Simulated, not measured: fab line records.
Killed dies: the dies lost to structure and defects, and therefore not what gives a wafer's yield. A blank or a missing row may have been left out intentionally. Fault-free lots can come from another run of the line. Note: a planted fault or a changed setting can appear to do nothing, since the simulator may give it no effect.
Chamber matching :: flow n5_finfet :: 4 sister chambers for N5_BEOL_M0_SAQP_ETCH_107 on rie_diel-02
The step etches SiNx in CH3F/O2, target depth 30 nm. 8 wafers are shown with their chamber, then 6 later ones without.

WAFERS WITH THEIR CHAMBER
wafer: L078.5
chamber: 3
showerhead_plenum_p_Torr (Torr): 2.06
drypump_motor_current_A (A): 6.6

wafer: L082.2
chamber: 0
showerhead_plenum_p_Torr (Torr): 2.10
drypump_motor_current_A (A): 5.1

wafer: L083.3
chamber: 3
showerhead_plenum_p_Torr (Torr): 2.06
drypump_motor_current_A (A): 6.6

wafer: L084.1
chamber: 1
showerhead_plenum_p_Torr (Torr): 1.92
drypump_motor_current_A (A): 6.1

wafer: L084.5
chamber: 1
showerhead_plenum_p_Torr (Torr): 1.92
drypump_motor_current_A (A): 6.2

wafer: L084.6
chamber: 2
showerhead_plenum_p_Torr (Torr): 1.99
drypump_motor_current_A (A): 6.1

wafer: L089.1
chamber: 2
showerhead_plenum_p_Torr (Torr): 1.98
drypump_motor_current_A (A): 6.2

wafer: L089.2
chamber: 0
showerhead_plenum_p_Torr (Torr): 2.10
drypump_motor_current_A (A): 5.1

WAFERS MISSING THEIR CHAMBER
wafer: L089.3
showerhead_plenum_p_Torr (Torr): 1.92
drypump_motor_current_A (A): 6.2

wafer: L092.2
showerhead_plenum_p_Torr (Torr): 2.10
drypump_motor_current_A (A): 5.1

wafer: L092.4
showerhead_plenum_p_Torr (Torr): 1.92
drypump_motor_current_A (A): 6.2

wafer: L093.3
showerhead_plenum_p_Torr (Torr): 1.92
drypump_motor_current_A (A): 6.1

wafer: L093.5
showerhead_plenum_p_Torr (Torr): 2.10
drypump_motor_current_A (A): 5.1

wafer: L093.6
showerhead_plenum_p_Torr (Torr): 1.92
drypump_motor_current_A (A): 6.1

CHAMBER TAKEN BY EACH
wafer: L089.3
from the rows above: 1
in truth: 1

wafer: L092.2
from the rows above: 0
in truth: 0

wafer: L092.4
from the rows above: 1
in truth: 1

wafer: L093.3
from the rows above: 1
in truth: 1

wafer: L093.5
from the rows above: 0
in truth: 0

wafer: L093.6
from the rows above: 1
in truth: 1
Correctly placed: 6 of 6. Number that these rows cannot place: 0. 0 placed wrongly.
How it was worked out, from the rows above alone: a wafer's distance from a chamber is the root of the sum, over the readings, of the square of ((its reading less the chamber's mean) divided by the reading's scatter). The wafer belongs to the nearest chamber; if the next one is less than 2 further off, it can't be placed. Each chamber's mean is taken over the wafers shown for it. The scatter: take each reading less its chamber's mean, square it, sum over the shown wafers, divide by the number of wafers less the number of chambers, and take the root.
